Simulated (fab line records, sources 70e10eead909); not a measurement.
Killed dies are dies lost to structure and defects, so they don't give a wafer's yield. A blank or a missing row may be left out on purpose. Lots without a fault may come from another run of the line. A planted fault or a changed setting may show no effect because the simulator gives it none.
fab line records | flow nand_harc
record lots=13 wafers=39 last_day=32
route steps=1302 shown P_GATE@190
lots that met no fault: from a run of the same line without faults
start_h: hours from the record's first day to the start of the lot's first wafer shown | wait_h: hours since the lot's step before | " the same as in the row above | L1.1+2: a row that stands for several wafers | - no value, or no start given | * or withheld: withheld | < > ~ a bound
route shown NAME@n: a module of which the file shows steps, and the number in the route of the first | usual: mean/standard deviation of fault-free wafers | same: alike in all rows | chamber/n: place in a boat | sites: the reading at each site | _std_site: their standard deviation | _edge_site: outer sites' mean less inner sites' | radius_mm: how far each site lies from the wafer's centre | mask NAME#n: copy n | behind: the tool/chamber that last shaped the wafer | hold: why the lot was held/for how many hours/how that ended | device: the transistor (n, p or np) that didn't switch | end of line: the same wafers' tests at the end of the route | a step without rows: its recipe alone | killed: dies lost to structure and defects at the first sort, not the wafer's yield | map: a wafer's dies, x killed, . not, _ none there
set.NAME: the setting as run; set.NAME@STEP: as run at that earlier step | model.NAME: the simulator's own value behind a step, which no gauge read
steps of the route over a sample of lots; a table a step, a row a wafer
services: from which hour (start_h, from the record's first day; less than 0 if before it) a tool's chamber was out of use, for how many hours, and why
## steps
# step NHARC_P_GATE_STRIP_76
# recipe power_w=1500 temp_c=250 chemistry=O2
# usual drypump_motor_current_A=5.4/0.4 heater_power_w=315/19 rf_refl_power_W=29/9.4 temp_c=250.00/0.18
# columns lot.wafer tool chamber start_h wait_h drypump_motor_current_A heater_power_w rf_hours_counter_h rf_refl_power_W temp_c
L300.2 plasma_asher-01 1 116.21 0.2 5.3 317 26 25 249.75
L300.4 " 0 " " 5.3 294 - 21 249.82
L300.5 " 0 " " 5.3 291 - 21 250.38
L299.3 plasma_asher-01 0 116.84 0.2 5.3 294 - 20 249.81
L299.4 " 1 " " 5.3 310 - 25 250.20
L299.6 " 0 " " 5.4 288 - 19 250.08
L301.1 plasma_asher-01 0 136.32 0.2 5.3 284 29 20 249.94
L301.4 " 1 " " 5.3 308 - 26 249.99
L301.5 " 0 " " 5.3 288 - 20 250.16
L302.3 plasma_asher-01 0 150.69 0.2 5.3 286 - 19 249.79
L302.6 " 0 " " 5.3 286 - 20 249.63
L302.5 " 1 " " 5.3 311 - 25 250.06
L303.1 plasma_asher-01 1 151.00 0.2 5.3 312 32 25 250.19
L303.3 " 1 " " 5.3 307 - 25 249.90
L303.4 " 0 " " 5.3 289 - 20 250.17
L304.1 plasma_asher-02 0 157.36 0.2 4.9 325 15 45 249.92
L304.5 " 1 " " 6.1 318 - 28 249.95
L304.6 " 0 " " 4.8 324 - 46 250.13
L312.2 plasma_asher-01 0 247.33 0.2 5.3 293 14 20 250.19
L312.3 " 1 " " 5.3 334 - 25 249.96
L312.6 " 0 " " 5.3 299 - 20 250.24
L314.3 plasma_asher-02 1 260.65 0.2 6.1 342 - 26 249.56
L314.4 " 0 " " 4.8 301 - 44 250.22
L314.6 " 0 " " 4.8 311 - 44 250.11
L313.1 plasma_asher-01 0 261.50 0.2 5.3 291 19 20 250.07
L313.2 " 1 " " 5.3 343 19 25 249.87
L313.4 " 0 " " 5.3 285 - 20 249.88
L315.1 plasma_asher-01 0 272.42 0.2 5.3 294 21 20 250.26
L315.3 " 0 " " 5.3 295 - 20 250.16
L315.5 " 0 " " 5.3 294 - 20 250.13
L317.1 plasma_asher-02 0 291.66 0.2 4.9 307 7 47 249.88
L317.4 " 1 " " 6.0 341 - 26 249.86
L317.5 " 1 " " 6.0 343 - 27 249.97
L318.4 plasma_asher-01 1 306.80 0.1 5.3 330 - 24 250.08
L318.6 " 0 " " 5.3 292 - 20 250.11
L318.5 " 1 " " 5.3 341 - 24 250.02
L320.1 plasma_asher-01 1 317.63 0.2 5.3 334 30 25 250.00
L320.4 " 0 " " 5.3 289 - 20 250.10
L320.6 " 0 " " 5.3 285 - 20 249.85
# step NHARC_P_GATE_RTA_64
# recipe temp_c=1050 time_s=1
# usual lamp_power_pct=32/3.8 lamp_zone_4_pct=32/3.8 lamp_zone_5_pct=32/3.8 wafer_temp_C_max=1055.4/1
# columns lot.wafer tool chamber start_h wait_h lamp_power_pct lamp_zone_4_pct lamp_zone_5_pct wafer_temp_C_max
L300.2 rtp_anneal-01 0 118.83 - 36 36 36 1056.4
L300.4 " 0 " " 36 36 36 1055.8
L300.5 " 0 " " 36 36 36 1056.9
L299.3 rtp_anneal-02 0 119.62 - 28 28 28 1055.6
L299.4 " 0 " " 28 28 28 1055.4
L299.6 " 0 " " 28 28 28 1056.3
L301.1 rtp_anneal-02 0 138.90 - 28 28 28 1054.4
L301.4 " 0 " " 28 28 28 1054.6
L301.5 " 0 " " 28 28 28 1053.5
L302.3 rtp_anneal-02 0 153.47 - 28 28 28 1056.0
L302.5 " 0 " " 28 28 28 1055.3
L302.6 " 0 " " 28 28 28 1056.0
L303.1 rtp_anneal-01 0 154.19 - 36 36 36 1053.7
L303.3 " 0 " " 36 36 36 1054.1
L303.4 " 0 " " 36 36 36 1057.7
L304.1 rtp_anneal-01 0 160.07 - 36 36 36 1055.4
L304.5 " 0 " " 36 36 36 1054.4
L304.6 " 0 " " 36 36 36 1053.3
L312.2 rtp_anneal-01 0 250.09 - 36 36 36 1055.8
L312.3 " 0 " " 36 36 36 1056.6
L312.6 " 0 " " 36 36 36 1057.2
L314.3 rtp_anneal-01 0 263.41 - 36 36 36 1053.7
L314.4 " 0 " " 36 36 36 1055.3
L314.6 " 0 " " 36 36 36 1055.1
L313.1 rtp_anneal-01 0 264.25 - 36 36 36 1056.0
L313.2 " 0 " " 36 36 36 1055.8
L313.4 " 0 " " 36 36 36 1055.0
L315.1 rtp_anneal-02 0 275.14 - 28 28 28 1055.0
L315.3 " 0 " " 28 28 28 1056.1
L315.5 " 0 " " 28 28 28 1057.1
L317.1 rtp_anneal-02 0 294.37 - 28 28 28 1056.5
L317.4 " 0 " " 28 28 28 1054.6
L317.5 " 0 " " 28 28 28 1055.3
L318.4 rtp_anneal-01 0 309.50 - 36 36 36 1055.9
L318.5 " 0 " " 36 36 36 1054.5
L318.6 " 0 " " 36 36 36 1055.2
L320.1 rtp_anneal-01 0 320.35 - 36 36 36 1055.6
L320.4 " 0 " " 36 36 36 1054.1
L320.6 " 0 " " 36 36 36 1054.9
# step NHARC_P_GATE_PRE_CLEAN_110
# recipe time_s=30 bias_v=200 gas=Ar
# usual bias_v=199.9/1.9 time_s=30/0
# columns lot.wafer tool chamber start_h wait_h bias_v time_s
L300.4 pvd_sputter-03 - 119.15 - 202.1 30
L300.2 " - " " 200.4 30
L300.5 " - " " 200.0 30
L299.3 pvd_sputter-03 - 119.92 - 200.8 30
L299.4 " - " " 198.7 30
L299.6 " - " " 196.6 30
L301.1 pvd_sputter-02 - 139.27 - 203.8 30
L301.4 " - " " 199.8 30
L301.5 " - " " 198.9 30
L302.3 pvd_sputter-03 - 153.79 - - -
L302.5 " - " " - -
L302.6 " - " " - -
L303.1 pvd_sputter-02 - 154.55 - - -
L303.4 " - " " - -
L303.3 " - " " - -
L304.1 pvd_sputter-02 - 160.45 - - -
L304.5 " - " " - -
L304.6 " - " " - -
L312.3 pvd_sputter-01 - 250.42 - 201.7 30
L312.2 " - " " 199.3 30
L312.6 " - " " 201.1 30
L314.4 pvd_sputter-01 - 263.73 - 203.1 30
L314.3 " - " " 202.8 30
L314.6 " - " " 198.5 30
L313.1 pvd_sputter-03 - 264.60 - 198.9 30
L313.4 " - " " 198.6 30
L313.2 " - " " 201.1 30
L315.1 pvd_sputter-03 - 275.51 - 199.1 30
L315.3 " - " " 199.7 30
L315.5 " - " " 202.7 30
L317.4 pvd_sputter-02 - 294.73 - 203.4 30
L317.1 " - " " 203.6 30
L317.5 " - " " 200.9 30
L318.4 pvd_sputter-02 - 309.80 - 201.0 30
L318.5 " - " " 196.9 30
L318.6 " - " " 200.2 30
L320.1 pvd_sputter-01 - 320.71 - 200.3 30
L320.4 " - " " 201.6 30
L320.6 " - " " 199.1 30
# step NHARC_P_GATE_RTA_82
# recipe temp_c=450 time_s=30
# usual lamp_power_pct=3.9/0.42 lamp_zone_4_pct=3.9/0.42 lamp_zone_5_pct=3.9/0.42 wafer_temp_C_max=452.3/0.49
# columns lot.wafer tool chamber start_h wait_h lamp_power_pct lamp_zone_4_pct lamp_zone_5_pct wafer_temp_C_max
L300.2 rtp_anneal-01 0 119.89 - 4.2 4.2 4.2 452.6
L300.4 " 0 " " 4.2 4.2 4.2 452.0
L300.5 " 0 " " 4.2 4.2 4.2 451.8
L299.3 rtp_anneal-01 0 120.68 - 4.2 4.2 4.2 452.5
L299.4 " 0 " " 4.2 4.2 4.2 451.8
L299.6 " 0 " " 4.2 4.2 4.2 451.7
L301.1 rtp_anneal-02 0 139.96 - 3.3 3.3 3.3 452.8
L301.4 " 0 " " 3.3 3.3 3.3 453.1
L301.5 " 0 " " 3.3 3.3 3.3 452.0
L302.3 rtp_anneal-02 0 154.55 - 3.3 3.3 3.3 452.3
L302.5 " 0 " " 3.3 3.3 3.3 452.0
L302.6 " 0 " " 3.3 3.3 3.3 453.4
L303.1 rtp_anneal-01 0 155.26 - 4.2 4.2 4.2 452.1
L303.3 " 0 " " 4.2 4.2 4.2 452.2
L303.4 " 0 " " 4.2 4.2 4.2 451.2
L304.1 rtp_anneal-02 0 161.16 - 3.3 3.3 3.3 453.0
L304.5 " 0 " " 3.3 3.3 3.3 453.4
L304.6 " 0 " " 3.3 3.3 3.3 452.6
L312.2 rtp_anneal-01 0 251.15 - 4.2 4.2 4.2 451.7
L312.3 " 0 " " 4.2 4.2 4.2 452.0
L312.6 " 0 " " 4.2 4.2 4.2 452.5
L314.3 rtp_anneal-01 0 264.54 - 4.2 4.2 4.2 452.4
L314.4 " 0 " " 4.2 4.2 4.2 452.8
L314.6 " 0 " " 4.2 4.2 4.2 452.4
L313.1 rtp_anneal-01 0 265.31 - 4.2 4.2 4.2 451.5
L313.2 " 0 " " 4.2 4.2 4.2 452.2
L313.4 " 0 " " 4.2 4.2 4.2 452.3
L315.1 rtp_anneal-01 0 276.20 - 4.2 4.2 4.2 452.1
L315.3 " 0 " " 4.2 4.2 4.2 452.3
L315.5 " 0 " " 4.2 4.2 4.2 452.5
L317.1 rtp_anneal-01 0 295.43 - 4.2 4.2 4.2 452.3
L317.4 " 0 " " 4.2 4.2 4.2 452.0
L317.5 " 0 " " 4.2 4.2 4.2 451.8
L318.4 rtp_anneal-01 0 310.63 - 4.2 4.2 4.2 452.2
L318.5 " 0 " " 4.2 4.2 4.2 452.0
L318.6 " 0 " " 4.2 4.2 4.2 452.1
L320.1 rtp_anneal-01 0 321.41 - 4.2 4.2 4.2 451.8
L320.4 " 0 " " 4.2 4.2 4.2 452.4
L320.6 " 0 " " 4.2 4.2 4.2 452.2
## services
# columns tool chamber start_h hours kind
pvd_sputter-02 - 104.00 10.0 pm
plasma_asher-01 - 131.38 0.9 repair
plasma_asher-01 - 138.19 3.7 repair
plasma_asher-02 - 150.38 2.6 repair
plasma_asher-02 - 153.00 3.4 repair
plasma_asher-01 - 165.00 9.0 pm
plasma_asher-01 0 165.00 9.0 vent_cycle
plasma_asher-01 1 165.00 9.0 vent_cycle
pvd_sputter-03 - 170.00 10.0 pm
plasma_asher-01 0 174.00 - clean
plasma_asher-01 1 174.00 - clean
pvd_sputter-01 - 226.47 10.0 pm
plasma_asher-02 - 249.00 9.0 pm
plasma_asher-02 0 249.00 9.0 vent_cycle
plasma_asher-02 1 249.00 9.0 vent_cycle
plasma_asher-02 0 258.00 - clean
plasma_asher-02 1 258.00 - clean
plasma_asher-01 - 275.60 1.7 repair
pvd_sputter-02 - 282.00 10.0 pm
pvd_sputter-02 - 318.99 0.9 repair
## key
first_sign step=NHARC_P_GATE_PRE_CLEAN_110 reading=tool_record direction=missing
effect none on later readings
met_at NHARC_P_GATE_PRE_CLEAN_110
struck_lots L302,L303,L304
tester_left_out L302,L303,L304
not_acting_at NHARC_P_GATE_STRIP_76,NHARC_P_GATE_RTA_64,NHARC_P_GATE_RTA_82
onset_between 139.27 153.79
fault kind=skipped_step_whole tool=pvd_sputter-02,pvd_sputter-03 chamber=- onset_h=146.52 steps=NHARC_P_GATE_PRE_CLEAN_110 scope=struck_lots_only
# tester_left_out: of these lots the tester's yield and bins aren't shown, on N5 and GAA mostly nor the transistor test; their killed dies are dies lost to structure and defects alone, not to doping, threshold or leakage, so they don't give the yield
